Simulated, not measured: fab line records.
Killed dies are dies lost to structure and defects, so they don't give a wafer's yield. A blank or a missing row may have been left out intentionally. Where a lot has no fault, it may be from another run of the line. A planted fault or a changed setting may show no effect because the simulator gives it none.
Matching of chambers :: flow nand harc :: 3 sister chambers for NHARC_A_CONTACT_DEP_24 on pecvd-03
The step deposits SiO2, target thk 500 nm. 6 wafers are shown with their chamber, then 7 later ones without.

WAFERS PAIRED WITH THEIR CHAMBERS
wafer: L505.4
chamber: 0
heater power w (W): 840
heater power outer w (W): 486

wafer: L507.4
chamber: 0
heater power w (W): 823
heater power outer w (W): 476

wafer: L513.1
chamber: 2
heater power w (W): 522
heater power outer w (W): 299

wafer: L513.5
chamber: 1
heater power w (W): 590
heater power outer w (W): 318

wafer: L515.1
chamber: 1
heater power w (W): 542
heater power outer w (W): 295

wafer: L515.2
chamber: 2
heater power w (W): 564
heater power outer w (W): 335

WAFERS MISSING THEIR CHAMBER
wafer: L515.4
heater power w (W): 731
heater power outer w (W): 408

wafer: L514.1
heater power w (W): 520
heater power outer w (W): 266

wafer: L514.3
heater power w (W): 577
heater power outer w (W): 323

wafer: L514.6
heater power w (W): 876
heater power outer w (W): 507

wafer: L520.1
heater power w (W): 498
heater power outer w (W): 242

wafer: L520.4
heater power w (W): 514
heater power outer w (W): 267

wafer: L520.5
heater power w (W): 495
heater power outer w (W): 269

THE CHAMBER EACH PASSED THROUGH
wafer: L515.4
from the rows above: 0
in truth: 0

wafer: L514.1
from the rows above: can't be placed: 1 or 2
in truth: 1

wafer: L514.3
from the rows above: can't be placed: 1 or 2
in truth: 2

wafer: L514.6
from the rows above: 0
in truth: 0

wafer: L520.1
from the rows above: can't be placed: 1 or 2
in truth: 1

wafer: L520.4
from the rows above: can't be placed: 1 or 2
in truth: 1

wafer: L520.5
from the rows above: can't be placed: 2 or 1
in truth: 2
Placed correctly: 2 of 7. Not placeable from these rows: 5 (in 5, the candidates include the true chamber). Number placed wrongly: 0.
How it was worked out, from the rows above alone: a wafer's distance from a chamber is the root of the sum, over the readings, of the square of ((its reading less the chamber's mean) divided by the reading's scatter). If the next closest chamber is less than 2 further off than the closest, the wafer can't be placed; otherwise it belongs to the closest. For every chamber, the mean is computed from those of its wafers that are shown. How the scatter is found: for the shown wafers, subtract from each reading the mean of its chamber, square and add these, divide the total by (wafers less chambers), then take the root.
